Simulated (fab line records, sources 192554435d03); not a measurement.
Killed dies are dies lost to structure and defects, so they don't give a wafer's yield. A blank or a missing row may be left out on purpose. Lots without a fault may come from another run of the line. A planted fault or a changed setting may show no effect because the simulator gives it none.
Problem report in the 8D (eight disciplines) form, filled by code | flow n5_finfet | the parts of the form that need people (team, actions taken, sign-off) are left out

1. THE PROBLEM
head_pressure_psi at N5_MOL_CONTACT_COAG_CMP_28 reads a mean of 1.255 psi on 3 wafers of 2 lots; wafers without a fault read 4.150 psi with a standard deviation of 0.0089. That is -99 or more standard deviations from the usual mean.
The step: polishes, stops on SiNx, t overpolish 0.85 s, target thk 14.522 nm.
First seen on wafer L128.4, day 8 16:08, on cmp-02. The record holds 12 wafers of 4 lots with a number at this step. Rule for "out", or "out of limits": more than 4 standard deviations from the usual mean. The other wafers with a number count as sound.

2. WHAT IT IS AND WHAT IT IS NOT
question                    | is                                                     | is not
which readings at this step | head_pressure_psi, motor_current_A, time_to_endpoint_s | -
which lots                  | L128, L129                                             | L119, L131
which wafers of those lots  | L128.4, L128.6, L129.2                                 | L128.3, L129.5, L129.6
read on which tools         | cmp-02                                                 | cmp-04
when                        | from day 8 16:08                                       | up to then (4 sound wafers); but 5 sound wafers of L129, L131 came after

3. SUSPECTS, AND WHAT RULES EACH OUT
Counting: a tool at a process step up to the reading stays a suspect if it ran every lot that is out. Sound lots after the first of them don't rule it out here, since some wafers of a struck lot are sound.
- cmp-02 at N5_MOL_CONTACT_COAG_CMP_28 (polishes, stops on SiNx, t overpolish 0.85 s, target thk 14.522 nm): kept. It ran every lot that is out, first L128 (day 8 16:08); its last sound lot up to then is L119 (day 6 06:48). Its own readings are out on those wafers: head_pressure_psi, motor_current_A, time_to_endpoint_s.
- Within cmp-02 at N5_MOL_CONTACT_COAG_CMP_28: the wafers that are out ran in chamber 0; their sound lot-mates ran in chambers 1, 2.
Left after counting: cmp-02 at N5_MOL_CONTACT_COAG_CMP_28.

4. THE CAUSE (what the simulator had put in)
Process parameter drift: cmp-02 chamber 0, from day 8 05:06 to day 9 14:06, at N5_MOL_CONTACT_COAG_CMP_28. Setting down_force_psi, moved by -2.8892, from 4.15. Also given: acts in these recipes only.
Counting left only this tool.

5. THE CHAIN OF EFFECTS, in route order
Each row: a reading whose mean over the struck wafers that have a number lies more than 3 standard deviations from the usual. Only readings for which the record gives a usual standard deviation are gone through. hours: the time from each lot's start at the first step in this table that gives one to its start at this step, as a median over the lots. sigmas: the change in usual standard deviations.
hours | step                       | reading            | usual     | on struck wafers | change | sigmas
0     | N5_MOL_CONTACT_COAG_CMP_28 | head_pressure_psi  | 4.150 psi | 1.255            | -2.895 | -99 or more
0     | N5_MOL_CONTACT_COAG_CMP_28 | motor_current_A    | 12.6 A    | 6.3              | -6.3   | -6.5
0     | N5_MOL_CONTACT_COAG_CMP_28 | time_to_endpoint_s | 4.4 s     | 16.0             | +11.6  | +5.5
The process steps in it:
- N5_MOL_CONTACT_COAG_CMP_28: polishes, stops on SiNx, t overpolish 0.85 s, target thk 14.522 nm.
Later measuring or inspecting steps at which every struck wafer that the step has a row for has a number for every such reading, and none has moved that far: N5_MOL_CONTACT_COAG_THK_MEAS_29, N5_BEOL_M4_RC_MEAS_101.

6. WHAT WOULD HAVE CAUGHT IT SOONER
In this record the first reading out of limits was taken at day 8 16:08, 11 hours after the fault began at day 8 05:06.
